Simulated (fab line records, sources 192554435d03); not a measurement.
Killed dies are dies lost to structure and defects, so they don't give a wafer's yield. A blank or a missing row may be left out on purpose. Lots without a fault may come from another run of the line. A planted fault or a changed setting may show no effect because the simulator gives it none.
Chamber matching | flow n5_finfet | N5_BEOL_M8_DEP_56 on pecvd-02: 3 sister chambers
The step deposits SiCN from 3MS/NH3, target thk 10 nm, time 17.5 s. 18 wafers are shown with their chamber, then 9 later ones without.

WAFERS WITH THEIR CHAMBER
wafer  | chamber | throttle_valve_pct (%) | showerhead_plenum_p_Torr (Torr)
L074.4 | 2       | 8.63                   | 3.662
L074.5 | 0       | 9.03                   | 3.668
L074.6 | 1       | 9.47                   | 3.666
L079.1 | 2       | 8.56                   | 3.673
L079.2 | 1       | 9.25                   | 3.649
L079.6 | 2       | 8.42                   | 3.670
L078.2 | 0       | 8.79                   | 3.672
L078.4 | 0       | 8.50                   | 3.663
L078.5 | 1       | 9.34                   | 3.652
L081.3 | 0       | 8.48                   | 3.666
L081.4 | 0       | 8.82                   | 3.660
L081.5 | 2       | 8.88                   | 3.669
L082.2 | 2       | 8.92                   | 3.672
L082.3 | 0       | 9.06                   | 3.674
L082.5 | 1       | 9.13                   | 3.660
L085.1 | 2       | 8.62                   | 3.669
L085.2 | 1       | 9.18                   | 3.662
L085.6 | 2       | 8.92                   | 3.661

SIGNATURES (means of the wafers above)
reading                  | chamber 0 | chamber 1 | chamber 2 | scatter within a chamber
throttle_valve_pct       | 8.7800    | 9.2740    | 8.7071    | 0.204
showerhead_plenum_p_Torr | 3.66717   | 3.65780   | 3.66800   | 0.00562
Rule: a wafer's distance from a chamber is the root of the sum, over the readings, of the square of ((its reading less the chamber's mean) divided by the reading's scatter). The wafer belongs to the nearest chamber; if the next one is less than 2 further off, it can't be placed. The scatter: the root of (the sum of the squares of (reading less its chamber's mean) over the shown wafers, divided by (wafers less chambers)).

WAFERS WITHOUT THEIR CHAMBER
wafer  | throttle_valve_pct (%) | showerhead_plenum_p_Torr (Torr)
L087.3 | 9.25                   | 3.655
L087.5 | 8.87                   | 3.679
L087.6 | 8.48                   | 3.670
L092.2 | 9.08                   | 3.662
L092.5 | 8.75                   | 3.667
L092.6 | 8.66                   | 3.661
L094.1 | 9.01                   | 3.662
L094.5 | 8.32                   | 3.664
L094.6 | 9.27                   | 3.654

WHICH CHAMBER EACH WENT THROUGH
wafer  | from the rows above          | in truth
L087.3 | 1                            | 1
L087.5 | can't be placed: 2 or 0      | 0
L087.6 | can't be placed: 2 or 0      | 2
L092.2 | can't be placed: 1 or 0 or 2 | 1
L092.5 | can't be placed: 0 or 2      | 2
L092.6 | can't be placed: 0 or 2 or 1 | 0
L094.1 | can't be placed: 0 or 1 or 2 | 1
L094.5 | can't be placed: 2 or 0      | 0
L094.6 | 1                            | 1
Placed correctly: 2 of 9. Can't be placed from these rows: 7 (the true chamber is among the candidates in 7). Placed wrongly: 0.
